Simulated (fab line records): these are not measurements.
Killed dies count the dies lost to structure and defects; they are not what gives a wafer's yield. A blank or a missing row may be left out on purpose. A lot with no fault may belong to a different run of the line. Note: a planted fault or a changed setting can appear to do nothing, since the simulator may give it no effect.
Comparing a struck lot with a sound one | flow nand harc | 13 out of 1159 route steps
Sound: these wafers, L348.2, L348.3, L348.6. Struck: wafer L356.5 (L356.1, L356.6, from the same lot, were not struck and are left out); the cause is given at the end.
Each step with rows lists, per side, the tool, then ch with its chambers, then its first start. Under that, the readings that differ: sound wafers | struck wafers | difference of the means | sigmas: that difference in standard deviations of wafers without a fault.
alike: a reading whose means differ by less than 2 such deviations, as well as words and numbers matching on both sides. not compared: withheld readings; readings where some wafer has no value; bounds like >300 that might hide an equal value; numbers whose values overlap and for which the record gives no deviation.
The two part at a step that has a row with sigmas, a row that says differs or no value, or rows on one side only. When numbers do not overlap yet have no deviation, they are printed without sigmas and do not part them. Lack of a reading on every wafer of one side parts them only where that side has two or more wafers.

NHARC_A_SLIT_CD_MEAS_21:
  sound on cd sem-01 at day 15 09:57; struck on cd sem-03 at day 18 05:15
  alike: cd nm
then, 3 steps without rows for these wafers: NHARC_A_SIN_REMOVE_WET_00 (chemistry H3PO4, time 15300 s); NHARC_A_SIN_REMOVE_PRECLEAN_01 (cleans in SC1); NHARC_A_SIN_REMOVE_SRD_02.
NHARC_A_SIN_REMOVE_INSPECT_04:
  sound on defect inspect-01 at day 15 17:32; struck on defect inspect-01 at day 18 10:22
  reading          | sound       | struck | difference | sigmas
  raw defect count | 289 300 336 | 558    | +250       | +3
NHARC_A_WL_FILL_ALD_00: deposits Al2O3, target thk 3 nm, pulse time 3 s, ald cycles 30.
  sound on ald hk-02 ch 0,1,2, day 15 17:39; struck on ald hk-03 ch 0, day 18 10:35
  reading            | sound       | struck | difference | sigmas
  heater power w (W) | 510 436 431 | 576    | +117       | +2
  alike: precursor pulse height rel
NHARC_A_WL_FILL_RTA_01: time 5 s.
  sound on rtp anneal-01 ch 0, day 15 17:53; struck on rtp anneal-02 ch 0, day 18 10:55
  alike: anneal temp c max, lamp power pct, wafer_temp_C_max
NHARC_A_WL_FILL_ALD_02: deposits TiN, target thk 2 nm, pulse time 3 s, ald cycles 100.
  sound on ald metal-01 ch 0,2,3, day 15 18:05; struck on ald metal-01 ch 0, day 18 11:10
  alike: heater power w, precursor pulse height rel
then, 1 step without rows for these wafers: NHARC_A_WL_FILL_CVD_03 (deposits W, target thk 40 nm, time 3302 s).
NHARC_A_WL_FILL_ETCHBACK_04: etches the open film in NF3, target depth 60 nm, time 120 s.
  sound on rie metal-03 ch 0,1, day 15 23:05; struck on rie metal-02 ch 0, day 18 19:25
  alike: drypump motor current A, oes product au, run length s
  not compared: rf hours counter h
NHARC_A_WL_FILL_ETCHBACK_05: etches the open film in Cl2/BCl3, target depth 22 nm, time 60 s.
  sound on rie metal-03 ch 0,1, day 15 23:21; struck on rie metal-02 ch 0, day 18 19:38
  reading          | sound          | struck | difference | sigmas
  run length s (s) | 81.2 80.8 81.2 | 60.3   | -20.8      | -33
  alike: drypump motor current A, oes product au
  not compared: rf hours counter h
NHARC_A_WL_FILL_STRIP_27: strips in N2/H2, time 20 s.
  sound on plasma asher-02 ch 0,1, day 15 23:30; struck on plasma asher-02 ch 0, day 18 19:48
  alike: drypump motor current A, heater power w
  not compared: rf hours counter h
NHARC_END_SORT_01:
  the record has rows for the sound wafers here (prober-01 ch 0, day 20 11:42) and none for the struck ones

== WHERE THEY PART ==
Last at NHARC_END_SORT_01 as far as this record goes, first at NHARC_A_SIN_REMOVE_INSPECT_04.

WHY: what the simulator had put in
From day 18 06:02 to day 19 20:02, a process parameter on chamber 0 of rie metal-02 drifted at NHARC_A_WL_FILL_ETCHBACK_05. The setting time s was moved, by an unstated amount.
